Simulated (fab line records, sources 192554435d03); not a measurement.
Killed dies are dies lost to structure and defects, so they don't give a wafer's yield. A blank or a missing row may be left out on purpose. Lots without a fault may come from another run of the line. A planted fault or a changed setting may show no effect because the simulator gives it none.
Chamber matching | flow n5_finfet | N5_BEOL_M1_STRIP_19 on rie_diel-04: 3 sister chambers
The step strips in O2. 16 wafers are shown with their chamber, then 7 later ones without.

WAFERS WITH THEIR CHAMBER
wafer  | chamber | throttle_valve_pct (%) | showerhead_plenum_p_Torr (Torr) | oes_product_au (a.u.)
L075.1 | 2       | 16.93                  | 2.17                            | 0.70
L075.4 | 1       | 16.35                  | 2.05                            | 0.86
L075.5 | 2       | 16.93                  | 2.17                            | 0.70
L077.2 | 0       | 16.84                  | 2.15                            | 0.69
L077.5 | 1       | 16.36                  | 2.05                            | 0.86
L077.6 | 0       | 16.84                  | 2.15                            | 0.68
L079.2 | 1       | 16.34                  | 2.05                            | 0.86
L079.4 | 2       | 16.94                  | 2.17                            | 0.69
L079.5 | 2       | 16.94                  | 2.17                            | 0.70
L083.2 | 1       | 16.38                  | 2.04                            | 0.85
L083.5 | 2       | 16.96                  | 2.16                            | 0.69
L083.6 | 1       | 16.35                  | 2.04                            | 0.84
L085.1 | 2       | 16.95                  | 2.16                            | 0.68
L085.5 | 1       | 16.35                  | 2.04                            | 0.84
L085.6 | 0       | 16.84                  | 2.14                            | 0.68
L086.1 | 1       | 16.38                  | 2.04                            | 0.84

SIGNATURES (means of the wafers above)
reading                  | chamber 0 | chamber 1 | chamber 2 | scatter within a chamber
throttle_valve_pct       | 16.8400   | 16.3586   | 16.9417   | 0.0129
showerhead_plenum_p_Torr | 2.1467    | 2.0443    | 2.1667    | 0.00535
oes_product_au           | 0.6833    | 0.8500    | 0.6933    | 0.00877
Rule: a wafer's distance from a chamber is the root of the sum, over the readings, of the square of ((its reading less the chamber's mean) divided by the reading's scatter). The wafer belongs to the nearest chamber; if the next one is less than 2 further off, it can't be placed. The scatter: the root of (the sum of the squares of (reading less its chamber's mean) over the shown wafers, divided by (wafers less chambers)).

WAFERS WITHOUT THEIR CHAMBER
wafer  | throttle_valve_pct (%) | showerhead_plenum_p_Torr (Torr) | oes_product_au (a.u.)
L086.2 | 16.97                  | 2.16                            | 0.68
L086.3 | 16.83                  | 2.14                            | 0.67
L088.2 | 16.99                  | 2.16                            | 0.67
L088.3 | 16.40                  | 2.04                            | 0.82
L088.5 | 16.38                  | 2.04                            | 0.83
L097.2 | 16.41                  | 2.03                            | 0.81
L097.3 | 16.42                  | 2.13                            | 0.96

WHICH CHAMBER EACH WENT THROUGH
wafer  | from the rows above | in truth
L086.2 | 2                   | 2
L086.3 | 0                   | 0
L088.2 | 2                   | 2
L088.3 | 1                   | 1
L088.5 | 1                   | 1
L097.2 | 1                   | 1
L097.3 | 1                   | 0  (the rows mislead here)
Placed correctly: 6 of 7. Can't be placed from these rows: 0. Placed wrongly: 1.
